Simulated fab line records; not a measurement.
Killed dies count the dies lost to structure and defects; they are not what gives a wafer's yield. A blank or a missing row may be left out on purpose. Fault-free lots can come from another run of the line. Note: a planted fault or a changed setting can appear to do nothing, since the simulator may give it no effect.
Which tool did it? / flow n5-finfet / 11 lots with 33 wafers sampled at 5 steps, on a route of 1938 steps

WHAT THE GAUGES READ, wafer by wafer
N5_BEOL_M5_THK_MEAS_01.
lot=L125; measured=day 8 23:53; on=film-metro-01; M5_ILD_THK (nm)=120.6 118.9 121.5
lot=L130; measured=day 10 01:39; on=film-metro-01; M5_ILD_THK (nm)=137.9 137.9 141.2
lot=L131; measured=day 10 09:45; on=film-metro-02; M5_ILD_THK (nm)=138.1 139.6 139.2
lot=L132; measured=day 10 13:16; on=film-metro-01; M5_ILD_THK (nm)=140.2 139.0 139.9
lot=L134; measured=day 11 06:29; on=film-metro-02; M5_ILD_THK (nm)=120.4 122.2 123.1
lot=L136; measured=day 11 13:01; on=film-metro-02; M5_ILD_THK (nm)=119.0 120.2 120.9
lot=L137; measured=day 11 20:25; on=film-metro-02; M5_ILD_THK (nm)=122.5 120.0 123.4
lot=L139; measured=day 12 04:20; on=film-metro-02; M5_ILD_THK (nm)=119.8 119.7 122.1
lot=L140; measured=day 12 15:41; on=film-metro-02; M5_ILD_THK (nm)=116.9 117.7 119.3
lot=L142; measured=day 13 08:55; on=film-metro-01; M5_ILD_THK (nm)=117.7 119.4 120.8
lot=L144; measured=day 13 14:18; on=film-metro-02; M5_ILD_THK (nm)=119.4 118.8 121.9

EACH LOT AND THE TOOL THAT RAN IT (in order: tool; ch and the chambers of the sampled wafers; start)
lot=L125; N5_BEOL_M4_DEGAS_44=pvd-sputter-01, day 8 17:05; N5_BEOL_M4_ALD_84=ald-metal-01 ch 1,3, day 8 17:19; N5_BEOL_M4_ANNEAL_51=rtp-anneal-02 ch 0, day 8 21:29; N5_BEOL_M5_CURE_79=uv-cure-03 ch 0, day 8 23:27
lot=L130; N5_BEOL_M4_DEGAS_44=pvd-sputter-03, day 9 20:25; N5_BEOL_M4_ALD_84=ald-metal-02 ch 1,2,3, day 9 20:31; N5_BEOL_M4_ANNEAL_51=rtp-anneal-01 ch 0, day 9 23:10; N5_BEOL_M5_CURE_79=uv-cure-01 ch 1, day 10 01:08
lot=L131; N5_BEOL_M4_DEGAS_44=pvd-sputter-02, day 10 04:38; N5_BEOL_M4_ALD_84=ald-metal-04 ch 0,2,3, day 10 04:44; N5_BEOL_M4_ANNEAL_51=rtp-anneal-02 ch 0, day 10 07:18; N5_BEOL_M5_CURE_79=uv-cure-03 ch 0, day 10 09:19
lot=L132; N5_BEOL_M4_DEGAS_44=pvd-sputter-03, day 10 07:29; N5_BEOL_M4_ALD_84=ald-metal-02 ch 0,2,3, day 10 07:35; N5_BEOL_M4_ANNEAL_51=rtp-anneal-01 ch 0, day 10 10:49; N5_BEOL_M5_CURE_79=uv-cure-03 ch 1, day 10 12:45
lot=L134; N5_BEOL_M4_DEGAS_44=pvd-sputter-03, day 11 00:50; N5_BEOL_M4_ALD_84=ald-metal-04 ch 0,2,3, day 11 00:57; N5_BEOL_M4_ANNEAL_51=rtp-anneal-02 ch 0, day 11 03:28; N5_BEOL_M5_CURE_79=uv-cure-01 ch 0, day 11 05:29
lot=L136; N5_BEOL_M4_DEGAS_44=pvd-sputter-01, day 11 07:56; N5_BEOL_M4_ALD_84=ald-metal-04 ch 1,3, day 11 08:02; N5_BEOL_M4_ANNEAL_51=rtp-anneal-01 ch 0, day 11 10:38; N5_BEOL_M5_CURE_79=uv-cure-03 ch 2, day 11 12:39
lot=L137; N5_BEOL_M4_DEGAS_44=pvd-sputter-03, day 11 15:09; N5_BEOL_M4_ALD_84=ald-metal-01 ch 1,2,3, day 11 15:15; N5_BEOL_M4_ANNEAL_51=rtp-anneal-01 ch 0, day 11 18:06; N5_BEOL_M5_CURE_79=uv-cure-02 ch 0, day 11 20:09
lot=L139; N5_BEOL_M4_DEGAS_44=pvd-sputter-02, day 11 23:16; N5_BEOL_M4_ALD_84=ald-metal-04 ch 0,2,3, day 11 23:22; N5_BEOL_M4_ANNEAL_51=rtp-anneal-02 ch 0, day 12 01:55; N5_BEOL_M5_CURE_79=uv-cure-03 ch 2, day 12 03:54
lot=L140; N5_BEOL_M4_DEGAS_44=pvd-sputter-03, day 12 10:35; N5_BEOL_M4_ALD_84=ald-metal-04 ch 0,3, day 12 10:41; N5_BEOL_M4_ANNEAL_51=rtp-anneal-02 ch 0, day 12 13:14; N5_BEOL_M5_CURE_79=uv-cure-03 ch 1, day 12 15:10
lot=L142; N5_BEOL_M4_DEGAS_44=pvd-sputter-03, day 13 03:52; N5_BEOL_M4_ALD_84=ald-metal-01 ch 0,1, day 13 03:58; N5_BEOL_M4_ANNEAL_51=rtp-anneal-01 ch 0, day 13 06:26; N5_BEOL_M5_CURE_79=uv-cure-02 ch 0, day 13 08:24
lot=L144; N5_BEOL_M4_DEGAS_44=pvd-sputter-02, day 13 09:09; N5_BEOL_M4_ALD_84=ald-metal-04 ch 0,2,3, day 13 09:23; N5_BEOL_M4_ANNEAL_51=rtp-anneal-02 ch 0, day 13 11:52; N5_BEOL_M5_CURE_79=uv-cure-03 ch 2, day 13 13:52
- N5_BEOL_M4_DEGAS_44: time 60 s.
- N5_BEOL_M4_ALD_84: deposits TaN, pulse time 2 s, purge time 3 s, co reactant purge time 2 s.
- N5_BEOL_M4_ANNEAL_51: time 90 s.
- N5_BEOL_M5_CURE_79: cures SiCOH lowk, time 240 s.

AS READ BY THE TOOLS THEMSELVES (means over the sampled wafers that have a number; for cases with no such wafer, the mark the record gives instead)
N5_BEOL_M4_DEGAS_44.
lot=L125; tool=pvd-sputter-01; heater-power-w (W)=340
lot=L130; tool=pvd-sputter-03; heater-power-w (W)=314
lot=L131; tool=pvd-sputter-02; heater-power-w (W)=287
lot=L132; tool=pvd-sputter-03; heater-power-w (W)=355
lot=L134; tool=pvd-sputter-03; heater-power-w (W)=342
lot=L136; tool=pvd-sputter-01; heater-power-w (W)=329
lot=L137; tool=pvd-sputter-03; heater-power-w (W)=351
lot=L139; tool=pvd-sputter-02; heater-power-w (W)=303
lot=L140; tool=pvd-sputter-03; heater-power-w (W)=347
lot=L142; tool=pvd-sputter-03; heater-power-w (W)=357
lot=L144; tool=pvd-sputter-02; heater-power-w (W)=309

N5_BEOL_M4_ALD_84.
lot=L125; tool=ald-metal-01; chamber-pressure-Torr (Torr)=3.004; heater-power-w (W)=396; mfc-carrier-sccm (sccm)=1499
lot=L130; tool=ald-metal-02; chamber-pressure-Torr (Torr)=3.006; heater-power-w (W)=416; mfc-carrier-sccm (sccm)=1502
lot=L131; tool=ald-metal-04; chamber-pressure-Torr (Torr)=3.004; heater-power-w (W)=420; mfc-carrier-sccm (sccm)=1497
lot=L132; tool=ald-metal-02; chamber-pressure-Torr (Torr)=3.002; heater-power-w (W)=419; mfc-carrier-sccm (sccm)=1494
lot=L134; tool=ald-metal-04; chamber-pressure-Torr (Torr)=3.005; heater-power-w (W)=425; mfc-carrier-sccm (sccm)=1495
lot=L136; tool=ald-metal-04; chamber-pressure-Torr (Torr)=2.996; heater-power-w (W)=396; mfc-carrier-sccm (sccm)=1501
lot=L137; tool=ald-metal-01; chamber-pressure-Torr (Torr)=3.010; heater-power-w (W)=398; mfc-carrier-sccm (sccm)=1503
lot=L139; tool=ald-metal-04; chamber-pressure-Torr (Torr)=3.003; heater-power-w (W)=415; mfc-carrier-sccm (sccm)=1502
lot=L140; tool=ald-metal-04; chamber-pressure-Torr (Torr)=3.003; heater-power-w (W)=405; mfc-carrier-sccm (sccm)=1505
lot=L142; tool=ald-metal-01; chamber-pressure-Torr (Torr)=3.004; heater-power-w (W)=364; mfc-carrier-sccm (sccm)=1495
lot=L144; tool=ald-metal-04; chamber-pressure-Torr (Torr)=2.994; heater-power-w (W)=419; mfc-carrier-sccm (sccm)=1498

N5_BEOL_M4_ANNEAL_51.
lot=L125 tool=rtp-anneal-02 wafer_temp_C_max=226.25
lot=L130 tool=rtp-anneal-01 wafer_temp_C_max=226.02
lot=L131 tool=rtp-anneal-02 wafer_temp_C_max=225.98
lot=L132 tool=rtp-anneal-01 wafer_temp_C_max=226.27
lot=L134 tool=rtp-anneal-02 wafer_temp_C_max=226.19
lot=L136 tool=rtp-anneal-01 wafer_temp_C_max=225.99
lot=L137 tool=rtp-anneal-01 wafer_temp_C_max=226.05
lot=L139 tool=rtp-anneal-02 wafer_temp_C_max=226.00
lot=L140 tool=rtp-anneal-02 wafer_temp_C_max=226.09
lot=L142 tool=rtp-anneal-01 wafer_temp_C_max=225.95
lot=L144 tool=rtp-anneal-02 wafer_temp_C_max=226.19

N5_BEOL_M5_CURE_79.
lot=L125; tool=uv-cure-03; lamp-power-pct (%)=52.32; run-length-s (s)=286.8; wafer_temp_C_max=386.7
lot=L130; tool=uv-cure-01; lamp-power-pct (%)=-; run-length-s (s)=-; wafer_temp_C_max=-
lot=L131; tool=uv-cure-03; lamp-power-pct (%)=-; run-length-s (s)=-; wafer_temp_C_max=-
lot=L132; tool=uv-cure-03; lamp-power-pct (%)=-; run-length-s (s)=-; wafer_temp_C_max=-
lot=L134; tool=uv-cure-01; lamp-power-pct (%)=52.31; run-length-s (s)=288.9; wafer_temp_C_max=386.7
lot=L136; tool=uv-cure-03; lamp-power-pct (%)=52.29; run-length-s (s)=286.8; wafer_temp_C_max=386.7
lot=L137; tool=uv-cure-02; lamp-power-pct (%)=52.31; run-length-s (s)=285.5; wafer_temp_C_max=386.1
lot=L139; tool=uv-cure-03; lamp-power-pct (%)=52.27; run-length-s (s)=286.4; wafer_temp_C_max=387.1
lot=L140; tool=uv-cure-03; lamp-power-pct (%)=52.30; run-length-s (s)=285.5; wafer_temp_C_max=387.6
lot=L142; tool=uv-cure-02; lamp-power-pct (%)=52.38; run-length-s (s)=285.3; wafer_temp_C_max=386.1
lot=L144; tool=uv-cure-03; lamp-power-pct (%)=52.25; run-length-s (s)=286.6; wafer_temp_C_max=387.0

THE ANSWER, worked out from the rows above alone
Rule: the usual values come from the lots themselves. The widest of any qualifying gaps counts: lots, ordered by their means at a reading, are off when they make up no more than a third of the lots, leave a main group of 4 or more, and stand apart from it by 3 or more times the standard deviation of that group's means. A main group whose means are all the same, to the digits that the tables above print for the reading, isn't used. A lot without any number at a reading at which 4 lots or more have one is off too. The other lots that the step has rows for count as sound. Order of review: gauges by route order, followed by the tools' own readings, for which a lot's mean as printed above is used. At the first step where some lot is off, the reading lying furthest off is the one used; lots without a number count as furthest.
Off: L130, L131, L132, seen at N5_BEOL_M5_THK_MEAS_01 (M5_ILD_THK). Main group: mean 120.3 nm, sd 1.2.
A tool fits if, at a process step before that reading, it ran every lot that is off, and no sound lot after the first of them. The gauges at N5_BEOL_M5_THK_MEAS_01 aren't tried: what is off there is off at N5_BEOL_M5_CURE_79 too, on other tools, and a gauge's error can't cause that. No candidate that was tried fits.

WHAT THE SIMULATOR PUT IN
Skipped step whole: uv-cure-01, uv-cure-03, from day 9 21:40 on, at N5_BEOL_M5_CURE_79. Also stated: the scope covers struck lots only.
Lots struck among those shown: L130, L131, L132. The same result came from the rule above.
